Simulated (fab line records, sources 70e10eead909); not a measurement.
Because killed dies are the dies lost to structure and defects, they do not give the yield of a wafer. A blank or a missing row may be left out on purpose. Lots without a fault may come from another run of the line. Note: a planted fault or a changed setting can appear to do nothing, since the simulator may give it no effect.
Tool commonality check -- flow nandHarc -- Lots sampled 10, wafers sampled 36

WHY IT WAS OPENED
2 of 10 lots carry a flag on the reading VT_DECK2_TOP at NHARC_END_WLT_00. Fault-free wafers read 0.897, with a standard deviation of 0.0067.
Rule: a lot is flagged in two cases, either no wafer of it has a number, or all its wafers with numbers fall more than 4 standard deviations from that mean. The other lots count as sound.

lot,measured,on,"VT_DECK2_TOP, wafer by wafer",flag
L613,day 24 02:31,prober-02,0.900 0.892 0.889,
L616,day 25 13:49,prober-01,6.021 5.971 5.945 5.995 6.020 6.001,FLAGGED
L618,day 25 17:12,prober-02,6.011 5.977 5.992 5.991 5.982 6.029,FLAGGED
L630,day 30 15:14,prober-01,0.890 0.893 0.892,
L629,day 30 15:16,prober-02,0.897 0.903 0.910,
L628,day 30 23:06,prober-02,0.898 0.893 0.897,
L633,day 32 22:24,prober-02,0.896 0.893 0.893,
L632,day 33 02:33,prober-01,0.882 0.897 0.890,
L635,day 33 09:05,prober-02,0.893 0.887 0.898,
L636,day 34 19:08,prober-01,0.896 0.905 0.895,
On average the flagged lots read 5.995, which is +5.098 against the usual, or +99 or more standard deviations.

WHICH TOOL RAN EACH LOT
The record holds 3 process steps before the reading, out of a route of 1302 steps. Each cell gives the tool, then ch followed by the chambers the sampled wafers passed through, then the start.
lot,flag,NHARC_A_SLIT_STRIP_18,NHARC_A_WL_FILL_ALD_00,NHARC_A_WL_FILL_ETCHBACK_05
L613,,"rieDiel-06 ch 1,2,3, day 20 06:22 or earlier","aldHk-03 ch 0,3, day 20 06:22","rieMetal-02 ch 0,1, day 20 07:53"
L616,FLAGGED,"rieDiel-07 ch 1,2,3, day 21 11:55 or earlier","aldHk-04 ch 0,3, day 21 11:55","rieMetal-02 ch 0,1, day 21 13:31"
L618,FLAGGED,"rieDiel-07 ch 1,2,3, day 21 11:55 or earlier","aldHk-01 ch 0,1, day 21 11:55","rieMetal-03 ch 0,1, day 21 13:37"
L630,,"rieDiel-07 ch 0,3, day 26 15:42 or earlier","aldHk-04 ch 0,2,3, day 26 15:42","rieMetal-02 ch 0,1, day 26 17:25"
L629,,"rieDiel-07 ch 0,1,2, day 26 15:38 or earlier","aldHk-01 ch 0,2, day 26 15:38","rieMetal-03 ch 0,1, day 26 17:10"
L628,,"rieDiel-06 ch 0,2, day 26 11:59 or earlier","aldHk-01 ch 0,2, day 26 11:59","rieMetal-01 ch 0,1, day 26 13:30"
L633,,"rieDiel-11 ch 0,3, day 28 17:35 or earlier","aldHk-01 ch 0,3, day 28 17:35","rieMetal-03 ch 1, day 28 19:06"
L632,,"rieDiel-06 ch 0,1,2, day 28 09:34 or earlier","aldHk-04 ch 2,3, day 28 09:34","rieMetal-01 ch 0,1, day 28 11:07"
L635,,"rieDiel-07 ch 0,1,2, day 29 07:43 or earlier","aldHk-04 ch 0,2,3, day 29 07:43","rieMetal-02 ch 1, day 29 09:27"
L636,,"rieDiel-11 ch 0,1,3, day 30 08:05 or earlier","aldHk-04 ch 0,1,3, day 30 08:05","rieMetal-02 ch 1, day 30 09:58"
What is done by these steps:
- NHARC_A_SLIT_STRIP_18: strips in O2.
- NHARC_A_WL_FILL_ALD_00: deposits Al2O3, target thk 3 nm, pulse time 3 s, ald cycles 30.
- NHARC_A_WL_FILL_ETCHBACK_05: etches the open film in Cl2/BCl3, target depth 22 nm, time 60 s.
- NHARC_END_WLT_00

FLAGGED OVER TOTAL, TOOL BY TOOL (the gauges that took the reading come last)
step,tool,lots run,flagged,share of the flagged lots,sound lots run after its first flagged lot
NHARC_A_SLIT_STRIP_18,rieDiel-06,3,0,none,-
NHARC_A_SLIT_STRIP_18,rieDiel-07,5,2,all,"3 (L630,L629,L635)"
NHARC_A_SLIT_STRIP_18,rieDiel-11,2,0,none,-
NHARC_A_WL_FILL_ALD_00,aldHk-01,4,1,some,"3 (L628,L629,L633)"
NHARC_A_WL_FILL_ALD_00,aldHk-03,1,0,none,-
NHARC_A_WL_FILL_ALD_00,aldHk-04,5,1,some,"4 (L630,L632,L635,L636)"
NHARC_A_WL_FILL_ETCHBACK_05,rieMetal-01,2,0,none,-
NHARC_A_WL_FILL_ETCHBACK_05,rieMetal-02,5,1,some,"3 (L630,L635,L636)"
NHARC_A_WL_FILL_ETCHBACK_05,rieMetal-03,3,1,some,"2 (L629,L633)"
NHARC_END_WLT_00,prober-01,4,1,some,"3 (L630,L632,L636)"
NHARC_END_WLT_00,prober-02,6,1,some,"4 (L629,L628,L633,L635)"
NHARC_A_SLIT_STRIP_18 gives no start for some lots, so the hours and the order of its lots are those of NHARC_A_WL_FILL_ALD_00.

WHAT IS ALLOWED BY THE TABLE
Rows of the table that ran each flagged lot: 1, that is rieDiel-07 at NHARC_A_SLIT_STRIP_18.
- rieDiel-07 at NHARC_A_SLIT_STRIP_18 ran 5 lots, 2 of them flagged. Lots that were sound ran on it after the first flagged one (L630, L629, L635); a persistent fault on the entire tool would not allow that.
There is no row in the table that ran each flagged lot and no sound lot after the first.

WHAT HAD BEEN PUT IN BY THE SIMULATOR
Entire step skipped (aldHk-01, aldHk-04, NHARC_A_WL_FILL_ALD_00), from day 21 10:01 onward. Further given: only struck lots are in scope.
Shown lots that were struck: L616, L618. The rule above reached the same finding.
